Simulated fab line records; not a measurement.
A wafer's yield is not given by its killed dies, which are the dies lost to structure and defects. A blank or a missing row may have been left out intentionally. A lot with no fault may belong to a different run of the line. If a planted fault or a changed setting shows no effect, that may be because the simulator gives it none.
Which tool is to blame? | flow n5Finfet | 24 lots with 72 wafers sampled at 6 steps, on a route of 1938 steps

WHAT THE GAUGES READ, wafer by wafer
N5_FIN_SAQP_THK_MEAS_05.
lot  | measured    | on           | thkNm (nm)
L074 | day 1 21:02 | filmMetro-01 | 37.2 38.4 37.8
L075 | day 2 03:33 | filmMetro-02 | 36.8 38.5 37.6
L076 | day 2 09:15 | filmMetro-01 | 37.7 38.2 38.2
L077 | day 2 15:21 | filmMetro-02 | 38.2 38.1 38.6
L078 | day 2 21:08 | filmMetro-01 | 38.1 37.5 38.0
L079 | day 3 02:40 | filmMetro-01 | 37.9 38.7 38.3
L080 | day 3 09:00 | filmMetro-01 | 38.1 38.1 39.1
L081 | day 3 14:47 | filmMetro-02 | 37.8 38.4 37.8
L082 | day 3 21:08 | filmMetro-01 | 38.2 37.6 38.1
L083 | day 4 04:56 | filmMetro-02 | 37.8 38.2 38.3
L084 | day 4 09:47 | filmMetro-02 | 37.9 37.8 38.7
L085 | day 4 15:17 | filmMetro-02 | 37.7 38.0 38.7
L086 | day 4 21:02 | filmMetro-01 | 38.4 38.8 39.7
L087 | day 5 08:16 | filmMetro-02 | 37.5 38.1 38.0
L088 | day 5 11:05 | filmMetro-02 | 37.8 37.8 38.4
L089 | day 5 15:01 | filmMetro-01 | 38.7 38.8 38.9
L090 | day 5 21:46 | filmMetro-02 | 37.5 37.6 37.8
L091 | day 6 03:01 | filmMetro-01 | 38.0 37.1 37.9
L092 | day 6 09:53 | filmMetro-01 | 38.2 37.9 37.6
L093 | day 6 14:44 | filmMetro-02 | 37.7 37.9 38.4
L094 | day 6 21:06 | filmMetro-02 | 38.1 37.3 38.4
L095 | day 7 02:34 | filmMetro-02 | 37.8 38.4 38.0
L096 | day 7 10:04 | filmMetro-02 | 37.8 36.3 37.4
L097 | day 7 14:57 | filmMetro-02 | 38.3 38.4 38.8

N5_FIN_CUT_INSPECT_17: inspects for defects (brightfield).
lot  | measured    | on               | rawDefectCount
L074 | day 2 03:28 | defectInspect-01 | 232 210 273
L075 | day 2 11:02 | defectInspect-01 | 279 334 278
L076 | day 2 16:28 | defectInspect-01 | 237 198 186
L077 | day 2 22:01 | defectInspect-02 | 202 224 228
L078 | day 3 03:34 | defectInspect-01 | 333 367 254
L079 | day 3 09:11 | defectInspect-02 | 242 114 171
L080 | day 3 15:49 | defectInspect-01 | 252 291 293
L081 | day 3 21:42 | defectInspect-02 | 263 183 144
L082 | day 4 04:22 | defectInspect-02 | 256 189 187
L083 | day 4 12:01 | defectInspect-01 | 174 181 188
L084 | day 4 16:12 | defectInspect-01 | 180 197 167
L085 | day 4 23:21 | defectInspect-01 | 257 132 147
L086 | day 5 07:25 | defectInspect-01 | 283 226 243
L087 | day 5 16:02 | defectInspect-01 | 300 276 160
L088 | day 5 18:02 | defectInspect-02 | 154 160 190
L089 | day 5 22:29 | defectInspect-01 | 227 354 251
L090 | day 6 05:22 | defectInspect-01 | 314 223 240
L091 | day 6 10:32 | defectInspect-01 | 271 209 236
L092 | day 6 17:44 | defectInspect-01 | 235 352 266
L093 | day 6 22:40 | defectInspect-02 | 230 281 281
L094 | day 7 03:36 | defectInspect-01 | 170 191 154
L095 | day 7 10:19 | defectInspect-01 | 216 224 328
L096 | day 7 17:23 | defectInspect-02 | 164 153 236
L097 | day 7 22:30 | defectInspect-01 | 189 328 218

N5_STI_FIN_REVEAL_INSPECT_13: inspects for defects (darkfield).
lot  | measured    | on               | rawDefectCount
L074 | day 2 12:33 | defectInspect-02 | 21 12 18
L075 | day 2 20:40 | defectInspect-01 | 8 9 16
L076 | day 3 11:13 | defectInspect-01 | 6 6 5
L077 | day 3 13:41 | defectInspect-02 | 10 23 13
L078 | day 3 19:40 | defectInspect-01 | 13 18 8
L079 | day 3 20:44 | defectInspect-01 | 25 11 11
L080 | day 4 00:50 | defectInspect-02 | 8 12 10
L081 | day 4 07:11 | defectInspect-02 | 12 6 12
L082 | day 4 13:28 | defectInspect-01 | 10 8 14
L083 | day 4 21:56 | defectInspect-02 | 9 14 14
L084 | day 5 00:56 | defectInspect-01 | 5 7 12
L085 | day 5 10:26 | defectInspect-01 | 14 10 11
L086 | day 5 18:32 | defectInspect-01 | 9 6 9
L087 | day 6 01:03 | defectInspect-02 | 16 6 9
L088 | day 6 03:20 | defectInspect-01 | 10 13 7
L089 | day 6 07:59 | defectInspect-01 | 16 9 7
L090 | day 6 14:29 | defectInspect-02 | 11 7 31
L091 | day 6 20:09 | defectInspect-02 | 17 14 12
L092 | day 7 02:34 | defectInspect-01 | 9 11 14
L093 | day 7 08:46 | defectInspect-01 | 16 22 10
L094 | day 7 12:22 | defectInspect-02 | 9 12 9
L095 | day 7 19:36 | defectInspect-01 | 12 6 10
L096 | day 8 03:28 | defectInspect-02 | 9 14 17
L097 | day 8 07:13 | defectInspect-02 | 6 11 9

N5_DUMMY_GATE_THK_MEAS_05.
lot  | measured    | on           | thkNm (nm)
L074 | day 2 16:44 | filmMetro-02 | 72.1 72.7 72.6
L075 | day 3 01:18 | filmMetro-02 | 72.5 73.0 71.8
L076 | day 3 16:14 | filmMetro-02 | 71.8 70.8 72.8
L077 | day 3 20:14 | filmMetro-02 | 70.2 72.3 71.2
L078 | day 3 23:51 | filmMetro-02 | 73.4 73.1 72.0
L079 | day 4 03:39 | filmMetro-01 | 72.4 72.0 71.2
L080 | day 4 07:32 | filmMetro-01 | 73.0 72.9 74.1
L081 | day 4 13:20 | filmMetro-02 | 71.7 72.2 71.1
L082 | day 4 17:38 | filmMetro-01 | 72.2 72.2 72.9
L083 | day 5 03:02 | filmMetro-02 | 71.3 71.3 71.0
L084 | day 5 06:14 | filmMetro-01 | 72.6 72.1 71.9
L085 | day 5 15:23 | filmMetro-02 | 71.7 72.2 71.9
L086 | day 5 22:47 | filmMetro-02 | 73.1 71.6 72.3
L087 | day 6 05:43 | filmMetro-02 | 71.5 72.6 72.2
L088 | day 6 08:38 | filmMetro-02 | 71.8 71.1 71.0
L089 | day 6 12:23 | filmMetro-01 | 73.2 71.5 72.9
L090 | day 6 23:46 | filmMetro-01 | 72.5 73.1 73.8
L091 | day 7 05:14 | filmMetro-01 | 71.5 73.2 73.0
L092 | day 7 08:11 | filmMetro-02 | 73.9 73.1 74.7
L093 | day 7 15:06 | filmMetro-01 | 71.9 70.5 71.5
L094 | day 7 16:33 | filmMetro-01 | 71.3 70.9 71.0
L095 | day 7 23:59 | filmMetro-01 | 72.1 71.6 72.9
L096 | day 8 07:38 | filmMetro-01 | 71.0 72.8 73.1
L097 | day 8 11:24 | filmMetro-02 | 75.4 75.2 73.6

EACH LOT AND THE TOOL THAT RAN IT (in order: tool; ch and the chambers of the sampled wafers; start)
lot  | N5_ZERO_LAYER_ETCH_17            | N5_STI_FIN_REVEAL_ETCH_34
L074 | rieDiel-01 ch 0,2,3, day 1 12:50 | rieSi-06 ch 1,3, day 2 11:52
L075 | rieDiel-01 ch 0,1,3, day 1 18:43 | rieSi-02 ch 0,1,3, day 2 19:50
L076 | rieDiel-05 ch 1,2,3, day 2 01:03 | rieSi-03 ch 0,2,3, day 3 10:31
L077 | rieDiel-06 ch 0,2, day 2 06:46   | rieSi-06 ch 0,3, day 3 12:58
L078 | rieDiel-05 ch 0,1,3, day 2 12:43 | rieSi-03 ch 0,1, day 3 18:57
L079 | rieDiel-06 ch 0,3, day 2 18:43   | rieSi-02 ch 0,1,2, day 3 20:02
L080 | rieDiel-01 ch 0,2, day 3 00:50   | rieSi-02 ch 1,2, day 4 00:08
L081 | rieDiel-05 ch 0,1,3, day 3 06:52 | rieSi-02 ch 1,2,3, day 4 06:30
L082 | rieDiel-05 ch 2,3, day 3 12:44   | rieSi-03 ch 2,3, day 4 12:46
L083 | rieDiel-01 ch 0,1,2, day 3 20:01 | rieSi-03 ch 0,2,3, day 4 21:14
L084 | rieDiel-05 ch 0,2,3, day 4 00:57 | rieSi-06 ch 0,2,3, day 5 00:13
L085 | rieDiel-06 ch 1,2, day 4 06:50   | rieSi-06 ch 1,2, day 5 09:43
L086 | rieDiel-05 ch 1,2, day 4 12:53   | rieSi-06 ch 2,3, day 5 17:50
L087 | rieDiel-05 ch 0,1,2, day 4 18:44 | rieSi-06 ch 0,1,2, day 6 00:22
L088 | rieDiel-05 ch 1,2,3, day 5 00:46 | rieSi-02 ch 0,2,3, day 6 02:38
L089 | rieDiel-01 ch 2,3, day 5 06:45   | rieSi-03 ch 0,3, day 6 07:17
L090 | rieDiel-05 ch 0,2, day 5 12:43   | rieSi-02 ch 0,1,3, day 6 13:48
L091 | rieDiel-05 ch 0,3, day 5 18:43   | rieSi-03 ch 0,1,2, day 6 19:27
L092 | rieDiel-01 ch 0,1,2, day 6 00:50 | rieSi-02 ch 0,2,3, day 7 01:53
L093 | rieDiel-01 ch 0,1, day 6 06:50   | rieSi-06 ch 1,2, day 7 08:03
L094 | rieDiel-05 ch 1,2,3, day 6 12:50 | rieSi-02 ch 1,3, day 7 11:41
L095 | rieDiel-06 ch 0,2,3, day 6 18:44 | rieSi-06 ch 0,3, day 7 18:53
L096 | rieDiel-06 ch 0,3, day 7 01:16   | rieSi-06 ch 0,3, day 8 02:46
L097 | rieDiel-05 ch 0,2, day 7 06:50   | rieSi-02 ch 1,2, day 8 06:31
- N5_ZERO_LAYER_ETCH_17: etches SiO2 in CF4, target depth 12 nm, time 13.3 s.
- N5_STI_FIN_REVEAL_ETCH_34: etches Si in H2, material Si, target depth 0.97 nm.

AS READ BY THE TOOLS THEMSELVES (means over the sampled wafers that have a number; for cases with no such wafer, the mark the record gives instead)
N5_ZERO_LAYER_ETCH_17.
lot  | tool       | biasW (W) | drypumpMotorCurrentA (A) | mfcArSccm (sccm) | oesProductAu (a.u.) | rfVppV (V) | showerheadPlenumPTorr (Torr) | throttleValvePct (%)
L074 | rieDiel-01 | 214.9     | 5.9                      | 100.1            | 0.81                | 952        | 2.20                         | 15.52
L075 | rieDiel-01 | 215.1     | 5.8                      | 100.1            | 0.83                | 955        | 2.25                         | 15.45
L076 | rieDiel-05 | 215.3     | 5.8                      | 99.8             | 0.74                | 949        | 2.17                         | 15.65
L077 | rieDiel-06 | 215.2     | 5.4                      | 100.2            | 0.72                | 945        | 2.07                         | 15.96
L078 | rieDiel-05 | 215.0     | 5.8                      | 99.8             | 0.75                | 947        | 2.13                         | 15.66
L079 | rieDiel-06 | 214.2     | 5.8                      | 99.5             | 0.80                | 948        | 2.14                         | 15.79
L080 | rieDiel-01 | 216.1     | 5.8                      | 100.0            | 0.84                | 952        | 2.21                         | 15.59
L081 | rieDiel-05 | 215.3     | 5.8                      | 100.1            | 0.76                | 947        | 2.13                         | 15.67
L082 | rieDiel-05 | 214.8     | 5.7                      | 100.1            | 0.71                | 953        | 2.21                         | 15.80
L083 | rieDiel-01 | 214.7     | 6.1                      | 99.9             | 0.82                | 952        | 2.19                         | 15.44
L084 | rieDiel-05 | 215.1     | 5.7                      | 100.1            | 0.74                | 950        | 2.17                         | 15.79
L085 | rieDiel-06 | 215.5     | 6.0                      | 100.1            | 0.86                | 951        | 2.18                         | 15.53
L086 | rieDiel-05 | 214.7     | 5.8                      | 99.8             | 0.70                | 949        | 2.15                         | 15.67
L087 | rieDiel-05 | 214.8     | 5.7                      | 100.0            | 0.73                | 947        | 2.10                         | 15.69
L088 | rieDiel-05 | 214.6     | 5.8                      | 100.5            | 0.71                | 950        | 2.16                         | 15.69
L089 | rieDiel-01 | 214.5     | 5.9                      | 99.7             | 0.74                | 950        | 2.17                         | 15.54
L090 | rieDiel-05 | 214.4     | 5.6                      | 100.2            | 0.75                | 947        | 2.11                         | 15.82
L091 | rieDiel-05 | 215.8     | 5.6                      | 100.0            | 0.75                | 948        | 2.13                         | 15.82
L092 | rieDiel-01 | 215.3     | 6.1                      | 99.8             | 0.81                | 952        | 2.19                         | 15.48
L093 | rieDiel-01 | 214.2     | 5.8                      | 100.2            | 0.84                | 956        | 2.26                         | 15.55
L094 | rieDiel-05 | 214.9     | 5.8                      | 99.5             | 0.70                | 950        | 2.16                         | 15.71
L095 | rieDiel-06 | 214.5     | 5.9                      | 99.9             | 0.73                | 946        | 2.11                         | 15.83
L096 | rieDiel-06 | 215.6     | 5.8                      | 99.9             | 0.77                | 948        | 2.13                         | 15.85
L097 | rieDiel-05 | 214.7     | 5.6                      | 100.1            | 0.71                | 949        | 2.15                         | 15.85

N5_STI_FIN_REVEAL_ETCH_34.
lot  | tool     | drypumpMotorCurrentA (A) | heBacksideLeakSccm (sccm) | oesProductAu (a.u.) | throttleValvePct (%)
L074 | rieSi-06 | 6.1                      | 2.9                       | 1.027               | 25.3
L075 | rieSi-02 | 6.2                      | 3.0                       | 0.990               | 25.6
L076 | rieSi-03 | 5.6                      | 2.9                       | 1.012               | 25.9
L077 | rieSi-06 | 5.8                      | 2.5                       | 1.000               | 25.2
L078 | rieSi-03 | 5.7                      | 2.5                       | 0.997               | 25.5
L079 | rieSi-02 | 5.9                      | 2.7                       | 0.998               | 25.6
L080 | rieSi-02 | 5.7                      | 2.5                       | 1.009               | 25.2
L081 | rieSi-02 | 5.8                      | 2.5                       | 0.981               | 25.6
L082 | rieSi-03 | 5.7                      | 3.2                       | 0.994               | 25.9
L083 | rieSi-03 | 5.6                      | 2.9                       | 0.998               | 25.9
L084 | rieSi-06 | 5.8                      | 2.6                       | 0.997               | 25.4
L085 | rieSi-06 | 5.8                      | 2.5                       | 1.004               | 25.7
L086 | rieSi-06 | 5.8                      | 2.5                       | 0.998               | 25.6
L087 | rieSi-06 | 5.9                      | 2.7                       | 1.003               | 25.5
L088 | rieSi-02 | 6.1                      | 2.9                       | 1.002               | 26.0
L089 | rieSi-03 | 5.5                      | 2.7                       | 1.016               | 25.9
L090 | rieSi-02 | 6.2                      | 2.8                       | 0.984               | 25.6
L091 | rieSi-03 | 5.7                      | 2.8                       | 0.999               | 25.7
L092 | rieSi-02 | 6.1                      | 2.8                       | 0.999               | 26.0
L093 | rieSi-06 | 6.0                      | 2.9                       | 1.016               | 25.5
L094 | rieSi-02 | 6.1                      | 2.7                       | 0.985               | 25.6
L095 | rieSi-06 | 5.8                      | 2.6                       | 1.000               | 25.3
L096 | rieSi-06 | 5.9                      | 3.2                       | 0.997               | 25.2
L097 | rieSi-02 | 5.7                      | 2.5                       | 0.992               | 25.2

THE ANSWER, worked out from the rows above alone
Rule: the usual values come from the lots themselves. The widest of any qualifying gaps counts: lots, ordered by their means at a reading, are off when they make up no more than a third of the lots, leave a main group of 4 or more, and stand apart from it by 3 or more times the standard deviation of that group's means. If all means in a main group match to the digits the tables above print for the reading, that group is not used. Also off: a lot with no number at a reading for which 4 or more lots have one. All remaining lots with rows at the step are treated as sound. The gauges are gone through in route order, then the tools' own readings, and for those a lot's mean is taken as printed above. At the first step where some lot is off, the reading lying furthest off is the one used; lots without a number count as furthest.
No lot is off on any of the readings shown, so nothing can be concluded from this.

WHAT THE SIMULATOR HAD INSERTED
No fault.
